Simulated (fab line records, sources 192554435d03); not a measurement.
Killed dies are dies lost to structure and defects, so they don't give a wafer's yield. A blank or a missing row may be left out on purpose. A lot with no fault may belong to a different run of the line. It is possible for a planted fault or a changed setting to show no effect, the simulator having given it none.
Lot-split experiment / flow n5Finfet / route with 1938 steps; 7 lots, 21 wafers read

THE SPLIT
At N5_MOL_CONTACT_COAG_EXPOSE_37 (exposes mask VD, defocus 0 nm), the setting doseMj was moved away from the recipe's 62 on 8 of the 21 wafers read, by -6.2% to +6.0%. All remaining wafers had this setting at the recipe value.

FROM THE SPLIT TO THE READING: what the file shows between them, 2 steps
- N5_MOL_CONTACT_COAG_PEB_38: peb time 60 s
- N5_MOL_CONTACT_COAG_DEVELOP_39: develop time 30 s

THE READING
cdNm at N5_MOL_CONTACT_COAG_CD_MEAS_40, given in nm (cd target 25.1 nm). Fault-free wafers of this fab line usually give 25.10 nm, standard deviation 0.22 nm.

wafer=L078.1; tool, chamber at the split=euvScanner-01, 0; doseMj as run=63.41; against the recipe=+2.3%; cdNm, nm=25.23; against lot-mates on the recipe=+0.03
wafer=L078.2; tool, chamber at the split=euvScanner-01, 0; doseMj as run=62; against the recipe=recipe; cdNm, nm=25.20; against lot-mates on the recipe=-
wafer=L078.6; tool, chamber at the split=euvScanner-01, 0; doseMj as run=63.41; against the recipe=+2.3%; cdNm, nm=25.57; against lot-mates on the recipe=+0.37
wafer=L079.4; tool, chamber at the split=euvScanner-02, 0; doseMj as run=62; against the recipe=recipe; cdNm, nm=25.11; against lot-mates on the recipe=-
wafer=L079.5; tool, chamber at the split=euvScanner-02, 0; doseMj as run=62; against the recipe=recipe; cdNm, nm=25.19; against lot-mates on the recipe=-
wafer=L079.6; tool, chamber at the split=euvScanner-02, 0; doseMj as run=62; against the recipe=recipe; cdNm, nm=25.35; against lot-mates on the recipe=-
wafer=L082.2; tool, chamber at the split=euvScanner-01, 0; doseMj as run=62; against the recipe=recipe; cdNm, nm=25.19; against lot-mates on the recipe=-
wafer=L082.4; tool, chamber at the split=euvScanner-01, 0; doseMj as run=62; against the recipe=recipe; cdNm, nm=25.21; against lot-mates on the recipe=-
wafer=L082.6; tool, chamber at the split=euvScanner-01, 0; doseMj as run=62; against the recipe=recipe; cdNm, nm=25.54; against lot-mates on the recipe=-
wafer=L088.2; tool, chamber at the split=euvScanner-01, 0; doseMj as run=62; against the recipe=recipe; cdNm, nm=24.64; against lot-mates on the recipe=-
wafer=L088.5; tool, chamber at the split=euvScanner-01, 0; doseMj as run=65.69; against the recipe=+6.0%; cdNm, nm=25.87; against lot-mates on the recipe=+1.23
wafer=L088.6; tool, chamber at the split=euvScanner-01, 0; doseMj as run=65.69; against the recipe=+6.0%; cdNm, nm=25.77; against lot-mates on the recipe=+1.13
wafer=L090.2; tool, chamber at the split=euvScanner-02, 0; doseMj as run=62; against the recipe=recipe; cdNm, nm=25.26; against lot-mates on the recipe=-
wafer=L090.3; tool, chamber at the split=euvScanner-02, 0; doseMj as run=64.64; against the recipe=+4.3%; cdNm, nm=25.99; against lot-mates on the recipe=+0.73
wafer=L090.6; tool, chamber at the split=euvScanner-02, 0; doseMj as run=64.64; against the recipe=+4.3%; cdNm, nm=25.96; against lot-mates on the recipe=+0.70
wafer=L092.1; tool, chamber at the split=euvScanner-02, 0; doseMj as run=58.15; against the recipe=-6.2%; cdNm, nm=23.95; against lot-mates on the recipe=-0.82
wafer=L092.5; tool, chamber at the split=euvScanner-02, 0; doseMj as run=58.15; against the recipe=-6.2%; cdNm, nm=23.99; against lot-mates on the recipe=-0.78
wafer=L092.6; tool, chamber at the split=euvScanner-02, 0; doseMj as run=62; against the recipe=recipe; cdNm, nm=24.77; against lot-mates on the recipe=-
wafer=L094.3; tool, chamber at the split=euvScanner-01, 0; doseMj as run=62; against the recipe=recipe; cdNm, nm=25.15; against lot-mates on the recipe=-
wafer=L094.5; tool, chamber at the split=euvScanner-01, 0; doseMj as run=62; against the recipe=recipe; cdNm, nm=25.22; against lot-mates on the recipe=-
wafer=L094.6; tool, chamber at the split=euvScanner-01, 0; doseMj as run=62; against the recipe=recipe; cdNm, nm=25.28; against lot-mates on the recipe=-

FIT RESULTS
A straight line over all 21 wafers: cdNm changes by +0.16 nm for each +1% of doseMj; r = +0.91; the points scatter about the line by 0.23 nm.
The same after taking each lot's own level away (the mean of its wafers on the recipe; 21 wafers): +0.157 nm for each +1%; r = +0.96; scatter 0.14 nm.
On that fit, the largest move of doseMj shifts the reading by 0.98 nm.
Across the lots, their own levels run from 24.640 to 25.313 nm, a range of 3.1 times the standard deviation given above.
Hence the lot-to-lot level has little effect on the slope; both slopes agree.
Check: for one of the wafers moved furthest among these (-6.2%), held out of the fit, the line's prediction against its lot-mates is -1 nm. It came out at -0.82 nm against them.

OTHER SPLITS ON THESE WAFERS
These wafers also went through other splits before the reading. Each is held against what the fit with the lots' levels taken away leaves over:
other split on the same wafers=N5_SD_EPI_N_PEB_07 pebTimeS; wafers away from the commonest value=8; r with cdNm (lot level and that fit taken away)=+0.11
other split on the same wafers=N5_ILD0_ALD_15 aldCycles; wafers away from the commonest value=8; r with cdNm (lot level and that fit taken away)=-0.39
other split on the same wafers=N5_HKMG_FIN_COAT_41 spinRpm; wafers away from the commonest value=11; r with cdNm (lot level and that fit taken away)=-0.17
other split on the same wafers=N5_HKMG_FIN_EXPOSE_46 doseMj; wafers away from the commonest value=3; r with cdNm (lot level and that fit taken away)=-0.18

FILE'S OWN FIT
cdNm changes by +0.159 nm for each +1% of doseMj, r = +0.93.
